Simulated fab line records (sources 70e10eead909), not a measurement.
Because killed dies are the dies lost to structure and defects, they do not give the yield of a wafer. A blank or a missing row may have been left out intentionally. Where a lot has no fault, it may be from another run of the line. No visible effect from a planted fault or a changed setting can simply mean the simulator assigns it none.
Matching of chambers | flow nandHarc | NHARC_A_CONTACT_ETCH_102 on rieDiel-11: 4 sister chambers
The step etches the open film in CF4/O2, target depth 100 nm, overetch 10 nm, time 55 s. 14 wafers are shown with their chamber, then 7 later ones without.

## WAFERS PAIRED WITH THEIR CHAMBERS
wafer  | chamber | showerheadPlenumPTorr (Torr) | drypumpMotorCurrentA (A) | rfFwdPowerW (W)
L078.2 | 0       | 1.41                         | 6.2                      | 296.9
L078.5 | 3       | 1.30                         | 5.9                      | 295.9
L078.6 | 0       | 1.41                         | 6.2                      | 297.1
L080.2 | 0       | 1.41                         | 6.2                      | 297.1
L080.3 | 3       | 1.30                         | 5.8                      | 296.0
L080.5 | 2       | 1.42                         | 5.4                      | 299.2
L082.2 | 2       | 1.42                         | 5.5                      | 298.4
L082.5 | 0       | 1.41                         | 6.2                      | 295.7
L082.6 | 1       | 1.43                         | 6.1                      | 297.6
L086.3 | 1       | 1.43                         | 6.1                      | 297.6
L086.4 | 3       | 1.29                         | 5.9                      | 293.9
L086.6 | 1       | 1.43                         | 6.1                      | 296.6
L089.1 | 0       | 1.40                         | 6.2                      | 296.0
L089.2 | 1       | 1.43                         | 6.1                      | 296.6

SIGNATURES, as means of the wafers listed above
reading               | chamber 0 | chamber 1 | chamber 2 | chamber 3 | scatter within a chamber
showerheadPlenumPTorr | 1.4080    | 1.4300    | 1.4200    | 1.2967    | 0.00383
drypumpMotorCurrentA  | 6.200     | 6.100     | 5.450     | 5.867     | 0.0342
rfFwdPowerW           | 296.560   | 297.100   | 298.800   | 295.267   | 0.767
Rule: distance of a wafer from a chamber = root of the sum over the readings of ((wafer's reading minus chamber's mean) / reading's scatter) squared. If the next closest chamber is less than 2 further off than the closest, the wafer can't be placed; otherwise it belongs to the closest. The scatter is the square root of a quotient: the sum, over the shown wafers, of each reading's squared deviation from its chamber's mean, divided by wafers minus chambers.

## WAFERS WITHOUT THEIR CHAMBER
wafer  | showerheadPlenumPTorr (Torr) | drypumpMotorCurrentA (A) | rfFwdPowerW (W)
L089.5 | 1.43                         | 6.1                      | 298.6
L092.1 | 1.40                         | 6.2                      | 295.2
L092.2 | 1.43                         | 6.1                      | 297.7
L092.3 | 1.41                         | 5.5                      | 297.8
L096.1 | 1.41                         | 5.4                      | 296.6
L096.5 | 1.41                         | 5.4                      | 296.7
L096.6 | 1.43                         | 6.1                      | 295.4

## EACH ONE'S CHAMBER
wafer  | from the rows above | in truth
L089.5 | 1                   | 1
L092.1 | 0                   | 0
L092.2 | 1                   | 1
L092.3 | 2                   | 2
L096.1 | 2                   | 2
L096.5 | 2                   | 2
L096.6 | 1                   | 1
Correct placement for 7 of the 7. Not placeable from these rows: 0. Placed wrongly: 0.
